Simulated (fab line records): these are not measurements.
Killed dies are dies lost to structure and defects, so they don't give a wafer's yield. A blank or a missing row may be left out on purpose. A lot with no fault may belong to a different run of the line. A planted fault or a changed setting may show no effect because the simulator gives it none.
Matching of chambers :: flow nand_harc :: NHARC_A_BLC_ALD_23 on ald_metal-01 has 4 sister chambers
The step deposits TiN, target thk 3 nm, pulse time 1 s, ald cycles 150. 4 wafers are shown with their chamber, then 8 later ones without.

== EACH WAFER AND ITS CHAMBER ==
wafer: L083.4
chamber: 1
heater_power_w (W): 1036

wafer: L085.4
chamber: 0
heater_power_w (W): 1091

wafer: L085.5
chamber: 2
heater_power_w (W): 941

wafer: L089.1
chamber: 3
heater_power_w (W): 1054

== WAFERS WITHOUT THEIR CHAMBER ==
wafer: L089.3
heater_power_w (W): 1114

wafer: L089.6
heater_power_w (W): 1107

wafer: L088.1
heater_power_w (W): 1068

wafer: L088.4
heater_power_w (W): 1132

wafer: L088.5
heater_power_w (W): 1045

wafer: L097.3
heater_power_w (W): 1082

wafer: L097.4
heater_power_w (W): 1043

wafer: L097.6
heater_power_w (W): 1034

== CHAMBER TAKEN BY EACH ==
wafer: L089.3
from the rows above: can't be placed: 0 or 3
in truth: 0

wafer: L089.6
from the rows above: can't be placed: 0 or 3
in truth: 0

wafer: L088.1
from the rows above: can't be placed: 3 or 0 or 1
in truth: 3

wafer: L088.4
from the rows above: can't be placed: 0 or 3
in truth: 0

wafer: L088.5
from the rows above: can't be placed: 1 or 3 or 0
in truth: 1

wafer: L097.3
from the rows above: can't be placed: 0 or 3 or 1
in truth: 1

wafer: L097.4
from the rows above: can't be placed: 1 or 3
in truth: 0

wafer: L097.6
from the rows above: can't be placed: 1 or 3
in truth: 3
Correctly placed: 0 of 8. Can't be placed from these rows: 8 (the true chamber is among the candidates in 7). Wrongly placed: 0.
How it was worked out, from the rows above alone: a wafer's distance from a chamber is the root of the sum, over the readings, of the square of ((its reading less the chamber's mean) divided by the reading's scatter). If the next closest chamber is less than 2 further off than the closest, the wafer can't be placed; otherwise it belongs to the closest. A chamber's mean is the mean of its shown wafers. The scatter: root of mean squared gap, hidden wafer to nearest shown wafer, with one shown wafer a chamber.
